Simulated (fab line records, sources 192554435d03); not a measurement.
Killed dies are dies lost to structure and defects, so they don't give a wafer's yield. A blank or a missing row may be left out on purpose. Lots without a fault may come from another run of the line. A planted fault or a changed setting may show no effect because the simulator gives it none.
Which tool did it? | flow n5_finfet | 10 lots, 26 wafers sampled, at 4 steps of a route of 1938

WHAT THE GAUGES READ, wafer by wafer
N5_MOL_CONTACT_COAG_OVL_MEAS_85.
lot  | measured     | on         | VG_OVL (nm)
L841 | day 5 22:40  | overlay-01 | -0.8 -1.4
L843 | day 6 14:16  | overlay-02 | 0.5 0.5
L844 | day 6 19:15  | overlay-02 | 1.9 2.0
L845 | day 7 01:57  | overlay-01 | 1.0 0.3 0.6
L851 | day 8 07:26  | overlay-01 | 0.8 0.6 -0.4
L852 | day 8 16:10  | overlay-02 | -1.3 -0.7 -0.8
L855 | day 9 05:36  | overlay-02 | -1.2 -0.5 -0.6
L857 | day 10 02:40 | overlay-01 | 0.0 1.5
L858 | day 10 13:13 | overlay-01 | 1.0 1.7 0.2
L860 | day 10 20:22 | overlay-01 | 0.8 0.5 1.0

WHICH TOOL RAN EACH LOT (tool, then ch and the chambers of the sampled wafers, then the start)
lot  | N5_MOL_CONTACT_COAG_DESCUM_13      | N5_MOL_CONTACT_COAG_CMP_23    | N5_MOL_CONTACT_COAG_ALD_27
L841 | rie_diel-05 ch 2,3, day 5 12:45    | cmp-01 ch 1,2, day 5 19:13    | ald_sin-03 ch 1,2, day 5 20:39
L843 | rie_diel-06 ch 1, day 6 02:37      | cmp-03 ch 2, day 6 10:43      | ald_sin-03 ch 1,2, day 6 11:29
L844 | rie_diel-01 ch 1,2, day 6 09:19    | cmp-01 ch 0,2, day 6 15:01    | ald_sin-04 ch 2,3, day 6 15:46
L845 | rie_diel-05 ch 0,1,3, day 6 15:49  | cmp-01 ch 0,1,3, day 6 22:18  | ald_sin-02 ch 1,2, day 6 23:03
L851 | rie_diel-05 ch 0,1,2, day 7 20:52  | cmp-02 ch 1,2, day 8 03:48    | ald_sin-04 ch 0,2,3, day 8 04:40
L852 | rie_diel-06 ch 0,2,3, day 8 04:55  | cmp-02 ch 0,1,3, day 8 12:20  | ald_sin-04 ch 0,1,2, day 8 13:11
L855 | rie_diel-01 ch 0,2,3, day 8 19:34  | cmp-02 ch 1,2,3, day 9 01:55  | ald_sin-02 ch 0,1,3, day 9 02:43
L857 | rie_diel-05 ch 1,2, day 9 11:32    | cmp-03 ch 1,3, day 9 22:33    | ald_sin-02 ch 2,3, day 9 23:25
L858 | rie_diel-06 ch 0,1,3, day 10 02:25 | cmp-03 ch 0,1, day 10 09:20   | ald_sin-03 ch 0,1,2, day 10 10:10
L860 | rie_diel-05 ch 0,1,2, day 10 09:55 | cmp-01 ch 0,1,3, day 10 16:38 | ald_sin-03 ch 0,1, day 10 17:27
- N5_MOL_CONTACT_COAG_DESCUM_13: chemistry O2, time 7 s.
- N5_MOL_CONTACT_COAG_CMP_23: polishes, stops on SiO2, t overpolish 1.5 s, target thk 0 nm.
- N5_MOL_CONTACT_COAG_ALD_27: deposits SiOC, target thk 17 nm, pulse time 1.5 s, time 2720 s.

THE ANSWER, worked out from the rows above alone
Rule: what is usual is taken from the lots themselves. Put in order of their means at a reading, lots are off if they are a third of the lots or fewer, leave a main group of 4 or more, and stand apart from it by a gap of 3 or more times the standard deviation of the main group's means; of several such gaps the widest counts. A main group whose means are all the same, to the digits that the tables above print for the reading, isn't used. A lot without any number at a reading at which 4 lots or more have one is off too. The other lots that the step has rows for count as sound.
No lot is off at any reading shown: from this, nothing can be told.

WHAT THE SIMULATOR HAD PUT IN
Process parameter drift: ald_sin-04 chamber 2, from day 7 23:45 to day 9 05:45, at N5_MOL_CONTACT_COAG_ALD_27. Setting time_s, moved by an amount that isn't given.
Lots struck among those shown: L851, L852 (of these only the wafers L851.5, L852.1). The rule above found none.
